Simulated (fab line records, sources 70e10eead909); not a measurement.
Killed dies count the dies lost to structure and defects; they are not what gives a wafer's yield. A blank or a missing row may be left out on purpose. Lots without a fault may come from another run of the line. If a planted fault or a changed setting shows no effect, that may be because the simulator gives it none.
Comparing a struck lot with a sound one + flow nand harc + 15 out of 1302 route steps
Sound: the wafers L704.2, L704.4, L704.5. Wafers L699.1, L699.2, L699.4 were the ones struck. The cause is given at the end.
For every step that has rows: the tool of each side, followed by ch and its chambers, followed by its first start. Under that, the readings that differ: sound wafers + struck wafers + difference of the means + sigmas: that difference in standard deviations of wafers without a fault.
alike: words and numbers the same on both sides, and readings whose means are apart by under 2 such deviations; not compared: readings that were withheld, readings missing a value for some wafer, numbers with overlapping values and no deviation given by the record, and bounds like >300 which may hide the same value.
A row with sigmas, a row that says differs or no value, or rows on one side alone: a step with any of these is where the two part. When numbers do not overlap yet have no deviation, they are printed without sigmas and do not part them. A reading that every wafer of one side lacks parts them only if that side has two wafers or more.

NHARC_A_BLC_INSPECT_12:
  sound on defect inspect-02, day 30 00:07; struck on defect inspect-02, day 28 17:38
  alike: raw defect count
then, 2 steps without rows for these wafers: NHARC_A_BLC_DESCUM_15 (chemistry O2, time 3 s); NHARC_A_BLC_ETCH_16 (etches the open film in CF4, target depth 39 nm, time 65 s).
NHARC_A_BLC_ETCH_17: etches the open film in N2/H2, target depth 390 nm, time 609.38 s.
  sound on rie diel-07 ch 0,1,3; struck on rie diel-07 ch 1,2,3
  alike: drypump motor current A, oes product au, rf vpp V, showerhead plenum p Torr, throttle valve pct
  not compared: rf hours counter h
NHARC_A_BLC_ETCH_18: etches the open film in C4F8/O2/Ar, target depth 910 nm.
  sound on rie diel-07 ch 0,1,3; struck on rie diel-07 ch 0,2,3
  alike: oes product au, rf vpp V
  not compared: rf hours counter h
NHARC_A_BLC_CD_MEAS_19:
  sound on cd sem-02, day 30 01:08; struck on cd sem-01, day 28 18:38
  alike: cd nm
then, 1 step without rows for these wafers: NHARC_A_BLC_STRIP_29 (strips in CF4).
NHARC_A_BLC_STRIP_21: strips in O2.
  sound on rie diel-11 ch 2,3, day 30 01:19; struck on rie diel-11 ch 0,2,3, day 28 18:49
  alike: drypump motor current A, oes product au, rf vpp V, showerhead plenum p Torr, throttle valve pct
  not compared: rf hours counter h
then, 1 step without rows for these wafers: NHARC_A_BLC_STRIP_22 (strips in post etch residue remover, time 600 s).
NHARC_A_BLC_DEGAS_30: time 60 s.
  sound on pvd sputter-01, day 30 01:44; struck on pvd sputter-01, day 28 19:15
  alike: heater power w
then, 1 step without rows for these wafers: NHARC_A_BLC_PRE_CLEAN_31 (time 15 s).
NHARC_A_BLC_PVD_32: deposits Ti, target thk 5 nm, time 17.7 s.
  sound on pvd sputter-01; struck on pvd sputter-01
  alike: throttle valve pct
NHARC_A_BLC_ALD_23: deposits TiN, target thk 3 nm, pulse time 1 s, ald cycles 150.
  sound on ald metal-04 ch 0,1, day 30 02:00; struck on ald metal-01 ch 0,2,3, day 28 19:29
  no value came back on the struck wafers for ald cycles, heater power outer w (W), heater power w (W), precursor pulse height rel; on the sound wafers ald cycles reads 150 150 150
  not compared: since wet clean h
then, 1 step without rows for these wafers: NHARC_A_BLC_CVD_24 (deposits W, target thk 150 nm, time 434 s).
NHARC_END_SORT_01:
  sound on prober-02 ch 0, day 31 18:05; struck on prober-02 ch 0, day 30 12:38
| reading         | sound    | struck      | difference | sigmas |
|-----------------|----------|-------------|------------|--------|
| killed at array | 24 26 20 | 676 675 676 | +652       | +33    |
| killed dies     | 28 28 22 | 677 677 677 | +651       | +31    |
  alike: killed at other, killed at periphery, killed open, killed short

## WHERE THEY PART
Earliest at NHARC_A_BLC_ALD_23; latest, in this record, at NHARC_END_SORT_01.

WHY: whatever the simulator had introduced
At NHARC_A_BLC_ALD_23, the step was skipped entirely on ald metal-01 from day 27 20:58 on. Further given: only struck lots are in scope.
